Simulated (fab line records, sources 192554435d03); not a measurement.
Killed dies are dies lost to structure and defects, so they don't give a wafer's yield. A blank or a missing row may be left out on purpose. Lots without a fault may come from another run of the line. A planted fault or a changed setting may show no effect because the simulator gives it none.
Chamber matching | flow n5_finfet | N5_FIN_SAQP_ETCH_65 on rie_si-04: 4 sister chambers
The step etches SiO2 in CF4, target depth 4 nm, time 4.4 s. 4 wafers are shown with their chamber, then 8 later ones without.

WAFERS WITH THEIR CHAMBER
wafer  | chamber | throttle_valve_pct (%)
L083.6 | 2       | 22.15
L086.1 | 0       | 21.94
L086.3 | 3       | 21.86
L087.2 | 1       | 21.66

WAFERS WITHOUT THEIR CHAMBER
wafer  | throttle_valve_pct (%)
L087.3 | 21.89
L087.4 | 21.94
L096.2 | 21.86
L096.4 | 21.65
L096.6 | 21.88
L097.2 | 21.64
L097.3 | 22.13
L097.6 | 21.92

WHICH CHAMBER EACH WENT THROUGH
wafer  | from the rows above     | in truth
L087.3 | can't be placed: 3 or 0 | 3
L087.4 | 0                       | 0
L096.2 | 3                       | 3
L096.4 | 1                       | 1
L096.6 | 3                       | 3
L097.2 | 1                       | 1
L097.3 | 2                       | 2
L097.6 | 0                       | 0
Placed correctly: 7 of 8. Can't be placed from these rows: 1 (the true chamber is among the candidates in 1). Placed wrongly: 0.
How it was worked out, from the rows above alone: a wafer's distance from a chamber is the root of the sum, over the readings, of the square of ((its reading less the chamber's mean) divided by the reading's scatter). The wafer belongs to the nearest chamber; if the next one is less than 2 further off, it can't be placed. A chamber's mean is the mean of its shown wafers. The scatter: with one shown wafer a chamber, the root of the mean of the squares of how far each hidden wafer lies from its nearest shown one.
